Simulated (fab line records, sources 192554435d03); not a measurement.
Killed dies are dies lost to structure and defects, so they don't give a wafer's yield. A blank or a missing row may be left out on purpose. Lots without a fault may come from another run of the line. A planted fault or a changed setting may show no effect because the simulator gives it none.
fab line records | flow n5_finfet
record lots=7 wafers=21
route steps=1938 shown BEOL_M6@1239 BEOL_M7@1299 BEOL_M8@1398 BEOL_M9@1417 BEOL_M10@1477
start_h: hours from the record's first day to the start of the lot's first wafer shown | wait_h: hours since the lot's step before | " the same as in the row above | L1.1+2: a row that stands for several wafers | - no value, or no start given | * or withheld: withheld | < > ~ a bound
route shown NAME@n: a module of which the file shows steps, and the number in the route of the first | usual: mean/standard deviation of fault-free wafers | same: alike in all rows | chamber/n: place in a boat | sites: the reading at each site | _std_site: their standard deviation | _edge_site: outer sites' mean less inner sites' | radius_mm: how far each site lies from the wafer's centre | mask NAME#n: copy n | behind: the tool/chamber that last shaped the wafer | hold: why the lot was held/for how many hours/how that ended | device: the transistor (n, p or np) that didn't switch | end of line: the same wafers' tests at the end of the route | a step without rows: its recipe alone | killed: dies lost to structure and defects at the first sort, not the wafer's yield | map: a wafer's dies, x killed, . not, _ none there
set.NAME: the setting as run; set.NAME@STEP: as run at that earlier step | model.NAME: the simulator's own value behind a step, which no gauge read
lots whose settings were changed on purpose; a table a step, a row a wafer
## steps
# step N5_BEOL_M6_TRENCH_ETCH_37
# recipe chemistry=C4F6/O2 target_depth_a=944.35 target=SiCOH_lowk time_s=31.5 ion_energy_ev=250 pressure_mtorr=30 source_w=345 bias_w=185 Ar_flow_sccm=300 C4F6_flow_sccm=10 O2_flow_sccm=10
# columns lot.wafer tool chamber start_h wait_h set.time_s model.BEOL_M6.feature_depth_nm model.etch.depth_nm
L086.2 rie_diel-06 3 - - 31.5 94.2 94.29
L086.3 " 1 " " 38.15 113.8 113.7
L086.6 " 3 " " 38.15 114.2 114.2
L085.1 rie_diel-04 3 - - 31.5 93.6 93.51
L085.5 " 2 " " 31.5 90.4 90.47
L085.6 " 1 " " 24.45 75.6 75.61
L087.1 rie_diel-06 0 - - 29.38 86.8 86.75
L087.4 " 3 " " 29.38 87.4 87.49
L087.5 " 2 " " 29.38 92.4 92.45
L089.1 rie_diel-01 1 - - 31.5 95.4 95.46
L089.3 " 2 " " 36.68 110.4 110.4
L089.5 " 0 " " 31.5 95.2 95.15
L093.1 rie_diel-04 3 - - 38.25 113.2 113.1
L093.2 " 2 " " 38.25 109.6 109.5
L093.4 " 0 " " 31.5 93.6 93.54
L095.1 rie_diel-01 0 - - 31.5 95.6 95.69
L095.2 " 3 " " 31.5 96.8 96.83
L095.4 " 1 " " 31.5 95.8 95.78
L096.1 rie_diel-01 1 - - 34.78 105.8 105.8
L096.3 " 0 " " 31.5 95.8 95.72
L096.4 " 3 " " 31.5 96.6 96.69
# step N5_BEOL_M6_ETCH_41
# recipe chemistry=CH3F/O2 target=SiCN target_depth_a=297 taper_deg=2 time_s=52 ion_energy_ev=120 mask_material=TiN pressure_mtorr=30 source_w=395 bias_w=75 Ar_flow_sccm=150 CH3F_flow_sccm=30 O2_flow_sccm=20
# step N5_BEOL_M6_STRIP_80
# recipe chemistry=N2/H2 time_s=10 power_w=450 temp_c=40 pressure_mtorr=20 rf_frequency_hz=6e+07 bias_power_w=7 n2_flow_sccm=200 h2_flow_sccm=200
# step N5_BEOL_M6_OCD_MEAS_38
# usual trench_depth_nm=94.6/2.5
# columns lot.wafer tool chamber start_h wait_h set.time_s@BEOL_M6_TRENCH_ETCH_37 trench_depth_nm
L086.2 ocd-02 - 265.18 - 31.5 94.6
L086.3 " - " " 38.15 114.0
L086.6 " - " " 38.15 114.2
L085.1 ocd-01 - 268.72 - 31.5 93.6
L085.5 " - " " 31.5 90.2
L085.6 " - " " 24.45 75.7
L087.1 ocd-01 - 280.43 - 29.38 86.6
L087.4 " - " " 29.38 87.5
L087.5 " - " " 29.38 93.0
L089.1 ocd-01 - 292.18 - 31.5 95.5
L089.3 " - " " 36.68 109.9
L089.5 " - " " 31.5 95.4
L093.1 ocd-01 - 311.73 - 38.25 112.8
L093.2 " - " " 38.25 109.0
L093.4 " - " " 31.5 93.7
L095.1 ocd-01 - 333.64 - 31.5 95.4
L095.2 " - " " 31.5 97.3
L095.4 " - " " 31.5 95.6
L096.1 ocd-01 - 340.48 - 34.78 105.5
L096.3 " - " " 31.5 95.5
L096.4 " - " " 31.5 96.3
# step N5_BEOL_M6_ALD_77
# recipe material=TaN target_thk_a=20 temp_c=275 ald_precursor_family=PDMAT ald_co_reactant=NH3 pressure_torr=3 carrier_flow_sccm=1500 pulse_time_s=2 purge_time_s=3 co_reactant_purge_time_s=2 co_reactant_pulse_time_s=3 ald_cycles=40 precursor_vessel_temp_c=75 precursor_vessel_pressure_torr=26.25 precursor_vessel_carrier_sccm=1000
# columns lot.wafer tool chamber start_h wait_h set.co_reactant_pulse_time_s
L086.2+6 ald_metal-02 1,0 266.47 0.0 2.556
L086.3 " 2 " " 3
L085.1+6 ald_metal-03 1,3 269.72 0.0 3.567
L085.5 " 2 " " 3
L087.1+5 ald_metal-03 3,0 281.24 0.0 3
L087.4 " 0 " " 2.599
L089.1+3+5 ald_metal-02 3,2,3 293.31 0.1 3
L093.1+2+4 ald_metal-02 3,1,0 312.44 0.0 3
L095.1+2+4 ald_metal-04 1,2,0 337.95 0.0 3
L096.1+3+4 ald_metal-03 1,3,2 341.55 0.0 2.772
# step N5_BEOL_M6_SURFACE_TREAT_79
# recipe gas=Ar time_s=* ion_energy_ev=* ion_current_ma_cm2=0.5 pressure_mtorr=* ar_flow_sccm=30
# step N5_BEOL_M6_CVD_78
# recipe material=Co target_thk_a=20 temp_c=withheld precursor=CCTBA/H2 pressure_torr=30 time_s=142.3
# step N5_BEOL_M6_ECD_50
# recipe material=Cu target_thk_a=3000
# step N5_BEOL_M6_ANNEAL_51
# recipe temp_c=225 time_s=90 ambient=N2
# step N5_BEOL_M6_CMP_52
# recipe stop_on=SiCOH_lowk t_overpolish_s=6.9 down_force_psi=1 platen_rpm=50 clearing_platen_down_force_psi=1.5 clearing_platen_rpm=50 post_cmp_clean=cu_alkaline target_thk_nm=80 clearing_platen_pad_velocity_m_s=0.99484 pad_velocity_m_s=0.99484
# columns lot.wafer tool chamber start_h wait_h set.time_s@BEOL_M6_TRENCH_ETCH_37 model.Cu_of_BEOL_M6_ECD_50.thk_nm
L086.2 cmp-03 0 267.66 0.2 31.5 81.6
L086.3 " 1 " " 38.15 101.8
L086.6 " 0 " " 38.15 103
L085.1 cmp-02 3 270.70 0.3 31.5 76.8
L085.5 " 3 " " 31.5 73.6
L085.6 " 0 " " 24.45 62
L087.1 cmp-01 3 282.21 0.3 29.38 70.8
L087.4 " 2 " " 29.38 74.4
L087.5 " 0 " " 29.38 78.8
L089.3 cmp-01 0 294.44 0.2 36.68 94.4
L089.1 " 1 " " 31.5 78.2
L089.5 " 3 " " 31.5 79.6
L093.1 cmp-02 3 314.47 0.3 38.25 97.2
L093.2 " 0 " " 38.25 94.8
L093.4 " 1 " " 31.5 78
L095.4 cmp-01 0 339.27 0.2 31.5 81.6
L095.1 " 1 " " 31.5 79.4
L095.2 " 2 " " 31.5 81.8
L096.3 cmp-02 3 342.66 0.2 31.5 79.2
L096.4 " 0 " " 31.5 82.2
L096.1 " 2 " " 34.78 89.8
# step N5_BEOL_M6_THK_MEAS_53
# recipe thk_meas_gauge=xrf reads=Cu_of_BEOL_M6_ECD_50
# usual M6_THK=81.3/2.9
# columns lot.wafer tool chamber start_h wait_h set.time_s@BEOL_M6_TRENCH_ETCH_37 M6_THK[nm]
L086.2 film_metro-02 - 267.95 - 31.5 82.5
L086.3 " - " " 38.15 103.1
L086.6 " - " " 38.15 104.7
L085.1 film_metro-01 - 271.00 - 31.5 77.7
L085.5 " - " " 31.5 74.7
L085.6 " - " " 24.45 62.8
L087.1 film_metro-01 - 282.50 - 29.38 72.8
L087.4 " - " " 29.38 76.0
L087.5 " - " " 29.38 80.7
L089.1 film_metro-01 - 294.70 - 31.5 78.9
L089.3 " - " " 36.68 95.5
L089.5 " - " " 31.5 80.7
L093.1 film_metro-01 - 314.73 - 38.25 99.3
L093.2 " - " " 38.25 96.9
L093.4 " - " " 31.5 79.8
L095.1 film_metro-02 - 339.56 - 31.5 80.3
L095.2 " - " " 31.5 82.5
L095.4 " - " " 31.5 82.2
L096.1 film_metro-01 - 342.96 - 34.78 91.4
L096.3 " - " " 31.5 80.5
L096.4 " - " " 31.5 84.0
# step N5_BEOL_M6_PRE_CLEAN_55
# recipe gas=NH3 time_s=15 temp_c=withheld rf_power_w=300
# step N5_BEOL_M6_DEP_56
# recipe material=SiCN target_thk_a=100 temp_c=withheld precursor=3MS/NH3 pressure_torr=3 rf_w=202 time_s=17.5
# step N5_BEOL_M6_RS_MEAS_57
# recipe thk_meas_gauge=four-point-probe reads=Cu_of_BEOL_M6_ECD_50+Co_of_BEOL_M6_CVD_78+TaN_of_BEOL_M6_ALD_77
# usual M6_RS=0.286/0.012
# columns lot.wafer tool chamber start_h wait_h set.time_s@BEOL_M6_TRENCH_ETCH_37 M6_RS[ohm/sq]
L086.2 film_metro-01 - 268.08 0.1 31.5 0.280
L086.3 " - " " 38.15 0.216
L086.6 " - " " 38.15 0.214
L085.1 film_metro-01 - 271.25 0.1 31.5 0.300
L085.5 " - " " 31.5 0.316
L085.6 " - " " 24.45 0.389
L087.1 film_metro-01 - 282.63 0.1 29.38 0.330
L087.4 " - " " 29.38 0.311
L087.5 " - " " 29.38 0.291
L089.1 film_metro-01 - 294.86 0.1 31.5 0.295
L089.3 " - " " 36.68 0.236
L089.5 " - " " 31.5 0.288
L093.1 film_metro-02 - 314.86 0.1 38.25 0.228
L093.2 " - " " 38.25 0.235
L093.4 " - " " 31.5 0.294
L095.1 film_metro-01 - 339.69 0.1 31.5 0.288
L095.2 " - " " 31.5 0.279
L095.4 " - " " 31.5 0.280
L096.1 film_metro-01 - 343.09 0.1 34.78 0.250
L096.3 " - " " 31.5 0.290
L096.4 " - " " 31.5 0.277
# step N5_BEOL_M7_DESCUM_33
# recipe chemistry=O2 time_s=7 source_power_w=50 bias_power_w=20 pressure_mtorr=20 rf_frequency_hz=2.712e+07 temp_c=40 resist=CAR-EUV o2_flow_sccm=225
# columns lot.wafer tool chamber start_h wait_h set.time_s model.CAR-EUV_of_BEOL_M7_COAT_22.thk_nm
L086.2+6 rie_diel-05 0 274.68 0.5 7 26.2
L086.3 " 3 " " 8.222 25.6
L085.1+5 rie_diel-05 0 277.15 0.1 5.683 26.8
L085.6 " 3 " " 5.683 26.6
L087.1 rie_diel-03 2 288.15 0.3 7.585 26
L087.4 " 1 " " 7.585 25.8
L087.5 " 2 " " 7 26.2
L089.1+3+5 rie_diel-03 2,0,3 301.50 0.1 7 26.2
L093.1+2+4 rie_diel-05 0,2,3 318.24 0.0 7 26.2
L095.1+2 rie_diel-03 1,0 342.87 0.1 7 26
L095.4 " 2 " " 7 26.2
L096.1 rie_diel-05 1 346.10 0.0 7 26
L096.3+4 " 2,3 " " 7 26.2
# step N5_BEOL_M7_VIA_ETCH_34
# recipe chemistry=C4F6/O2 target=SiCOH_lowk target_depth_a=1255 mask_material=SOC taper_deg=4 time_s=50.5 ion_energy_ev=250 pressure_mtorr=30 source_w=345 bias_w=185 Ar_flow_sccm=300 C4F6_flow_sccm=10 O2_flow_sccm=10
# usual rf_vpp_V=673/8
# columns lot.wafer tool chamber start_h wait_h set.source_w rf_vpp_V
L086.2 rie_diel-05 0 274.86 0.0 345 680
L086.3 " 3 " " 345 671
L086.6 " 0 " " 345 681
L085.1 rie_diel-05 0 277.33 0.0 300.1 731
L085.5 " 0 " " 345 681
L085.6 " 3 " " 345 671
L087.1 rie_diel-03 2 288.33 0.0 388.2 629
L087.4 " 1 " " 345 670
L087.5 " 2 " " 388.2 630
L089.1 rie_diel-03 2 301.68 0.0 345 667
L089.3 " 0 " " 366.2 644
L089.5 " 3 " " 345 681
L093.1 rie_diel-05 0 318.42 0.0 365.5 658
L093.2 " 2 " " 365.5 647
L093.4 " 3 " " 345 671
L095.1 rie_diel-03 1 343.05 0.0 345 668
L095.2 " 0 " " 345 664
L095.4 " 2 " " 345 666
L096.1 rie_diel-05 1 346.28 0.0 345 694
L096.3 " 2 " " 345 667
L096.4 " 3 " " 345 671
# step N5_BEOL_M8_DEP_56
# recipe material=SiCN target_thk_a=100 temp_c=withheld precursor=3MS/NH3 pressure_torr=3 rf_w=202 time_s=17.5
# columns lot.wafer tool chamber start_h wait_h set.time_s model.SiCN_of_BEOL_M8_DEP_56.thk_nm
L085.1+6 pecvd-03 2,0 288.52 0.0 17.5 10
L085.5 " 1 " " 17.5 10.2
L086.2+6 pecvd-03 1,0 289.04 0.0 17.5 10
L086.3 " 0 " " 17.5 9.8
L087.1 pecvd-01 0 300.14 0.0 17.5 10
L087.4 " 2 " " 15.41 9
L087.5 " 2 " " 15.41 8.8
L089.1 pecvd-01 1 312.92 0.0 17.5 9.6
L089.3 " 0 " " 17.5 10
L089.5 " 0 " " 20.08 11.6
L093.1 pecvd-01 0 333.90 0.0 17.5 10
L093.2 " 1 " " 15.79 8.8
L093.4 " 0 " " 15.79 9
L095.1 pecvd-03 1 352.27 0.0 17.5 10
L095.2 " 0 " " 17.5 9.6
L095.4 " 0 " " 17.5 9.8
L096.1+3 pecvd-01 0,2 356.50 0.0 17.5 9.8
L096.4 " 2 " " 17.5 10
# step N5_BEOL_M9_DESCUM_16
# recipe chemistry=O2 time_s=7.9 source_power_w=50 bias_power_w=20 pressure_mtorr=20 rf_frequency_hz=2.712e+07 temp_c=40 resist=CAR-ArF o2_flow_sccm=225
# columns lot.wafer tool chamber start_h wait_h set.time_s model.CAR-ArF_of_BEOL_M9_COAT_05.thk_nm
L085.1 rie_diel-02 0 290.31 0.2 7.9 83.6
L085.5 " 0 " " 9.529 82.8
L085.6 " 0 " " 9.529 82.6
L086.2+3 rie_diel-03 3,0 290.63 0.2 6.274 84.2
L086.6 " 0 " " 7.9 83.4
L087.1+4+5 rie_diel-03 3,3,2 302.46 0.1 7.9 83.8
L089.1 rie_diel-03 3 315.98 0.0 7.127 84.6
L089.3+5 " 2 " " 7.9 83.8
L093.1 rie_diel-02 1 338.58 0.0 7.9 83.8
L093.2 " 3 " " 7.9 83.2
L093.4 " 0 " " 7.9 83.4
L095.1+2+4 rie_diel-02 1,2,3 353.97 0.0 7.9 83.4
L096.1 rie_diel-05 2 358.08 0.0 7.9 83.4
L096.3 " 1 " " 7.9 83.6
L096.4 " 3 " " 7.9 83.2
# step N5_BEOL_M9_ETCH_61
# recipe chemistry=CF4 target=SiARC target_depth_a=390 mask_material=CAR-ArF time_s=65 ion_energy_ev=80 pressure_mtorr=40 source_w=545 bias_w=36 Ar_flow_sccm=100 cf4_flow_sccm=100 ends=cleared
# columns lot.wafer tool chamber start_h wait_h set.time_s@BEOL_M9_DESCUM_16 model.CAR-ArF_of_BEOL_M9_COAT_05.thk_nm
L085.1 rie_diel-02 0 290.41 0.1 7.9 55.6
L085.5 " 0 " " 9.529 54.8
L085.6 " 0 " " 9.529 54.6
L086.2 rie_diel-03 3 290.67 0.0 6.274 56.2
L086.3 " 0 " " 6.274 56.4
L086.6 " 0 " " 7.9 55.4
L087.1+5 rie_diel-03 3,2 302.50 0.0 7.9 55.8
L087.4 " 3 " " 7.9 55.6
L089.1 rie_diel-03 3 316.02 0.0 7.127 56.6
L089.3+5 " 2 " " 7.9 55.8
L093.1 rie_diel-02 1 338.62 0.0 7.9 55.8
L093.2 " 3 " " 7.9 55.2
L093.4 " 0 " " 7.9 55.6
L095.1+2 rie_diel-02 1,2 354.00 0.0 7.9 55.6
L095.4 " 3 " " 7.9 55.8
L096.1+3 rie_diel-05 2,1 358.11 0.0 7.9 55.6
L096.4 " 3 " " 7.9 55.4
# step N5_BEOL_M9_COAT_22
# recipe resist=CAR-EUV spin_rpm=1500 resist_thk_nm=30
# columns lot.wafer tool chamber start_h wait_h set.spin_rpm model.CAR-EUV_of_BEOL_M9_COAT_22.thk_nm
L086.2 litho_track-05 0 - - 1500 30.2
L086.3+6 " 0 " " 1584 29.2
L085.1+5+6 litho_track-01 0 - - 1500 30
L087.1+4 litho_track-02 0 - - 1500 30
L087.5 " 0 " " 1567 29.4
L089.1 litho_track-02 0 - - 1440 30.8
L089.3 " 0 " " 1500 30
L089.5 " 0 " " 1440 30.6
L093.1 litho_track-02 0 - - 1647 28.6
L093.2 " 0 " " 1500 30
L093.4 " 0 " " 1647 28.8
L095.1+2+4 litho_track-02 0 - - 1500 30
L096.1+3 litho_track-05 0 - - 1609 29
L096.4 " 0 " " 1500 30
# step N5_BEOL_M10_COAT_05
# recipe resist=CAR-ArF spin_rpm=1500 resist_thk_nm=90
# columns lot.wafer tool chamber start_h wait_h set.spin_rpm model.CAR-ArF_of_BEOL_M10_COAT_05.thk_nm
L086.2 litho_track-05 0 - - 1500 89.8
L086.3 " 0 " " 1500 90.2
L086.6 " 0 " " 1500 90
L085.1 litho_track-03 0 - - 1500 89.8
L085.5 " 0 " " 1547 88.6
L085.6 " 0 " " 1500 90.2
L087.1 litho_track-04 0 - - 1500 89.8
L087.4+5 " 0 " " 1577 87.8
L089.1+3+5 litho_track-05 0 - - 1500 90.4
L093.1 litho_track-03 0 - - 1500 90.2
L093.2 " 0 " " 1500 90.4
L093.4 " 0 " " 1429 92.4
L095.1 litho_track-03 0 - - 1500 90
L095.2 " 0 " " 1500 89.6
L095.4 " 0 " " 1500 89.8
L096.1+4 litho_track-03 0 - - 1500 90.2
L096.3 " 0 " " 1500 90.4
## key
split step=N5_BEOL_M6_TRENCH_ETCH_37 setting=time_s stated=31.5 by=wafer
response step=N5_BEOL_M6_TRENCH_ETCH_37 reading=model.BEOL_M6.feature_depth_nm change=+0.849 per=1% r=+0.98
response step=N5_BEOL_M6_TRENCH_ETCH_37 reading=model.etch.depth_nm change=+0.847 per=1% r=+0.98
response step=N5_BEOL_M6_OCD_MEAS_38 reading=trench_depth_nm change=+0.829 per=1% r=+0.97
response step=N5_BEOL_M6_CMP_52 reading=model.Cu_of_BEOL_M6_ECD_50.thk_nm change=+0.824 per=1% r=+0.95
response step=N5_BEOL_M6_THK_MEAS_53 reading=M6_THK change=+0.839 per=1% r=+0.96
response step=N5_BEOL_M6_RS_MEAS_57 reading=M6_RS change=-0.00324 per=1% r=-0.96
split step=N5_BEOL_M6_ALD_77 setting=co_reactant_pulse_time_s stated=3 by=wafer
response none clear
split step=N5_BEOL_M7_DESCUM_33 setting=time_s stated=7 by=wafer
response step=N5_BEOL_M7_DESCUM_33 reading=model.CAR-EUV_of_BEOL_M7_COAT_22.thk_nm change=-0.0347 per=1% r=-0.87
split step=N5_BEOL_M7_VIA_ETCH_34 setting=source_w stated=345 by=wafer
response step=N5_BEOL_M7_VIA_ETCH_34 reading=rf_vpp_V change=-3.8 per=1% r=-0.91
split step=N5_BEOL_M8_DEP_56 setting=time_s stated=17.5 by=wafer
response step=N5_BEOL_M8_DEP_56 reading=model.SiCN_of_BEOL_M8_DEP_56.thk_nm change=+0.111 per=1% r=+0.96
split step=N5_BEOL_M9_DESCUM_16 setting=time_s stated=7.9 by=wafer
response step=N5_BEOL_M9_DESCUM_16 reading=model.CAR-ArF_of_BEOL_M9_COAT_05.thk_nm change=-0.0454 per=1% r=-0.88
response step=N5_BEOL_M9_ETCH_61 reading=model.CAR-ArF_of_BEOL_M9_COAT_05.thk_nm change=-0.0475 per=1% r=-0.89
split step=N5_BEOL_M9_COAT_22 setting=spin_rpm stated=1500 by=wafer
response step=N5_BEOL_M9_COAT_22 reading=model.CAR-EUV_of_BEOL_M9_COAT_22.thk_nm change=-0.144 per=1% r=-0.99
split step=N5_BEOL_M10_COAT_05 setting=spin_rpm stated=1500 by=wafer
response step=N5_BEOL_M10_COAT_05 reading=model.CAR-ArF_of_BEOL_M10_COAT_05.thk_nm change=-0.42 per=1% r=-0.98
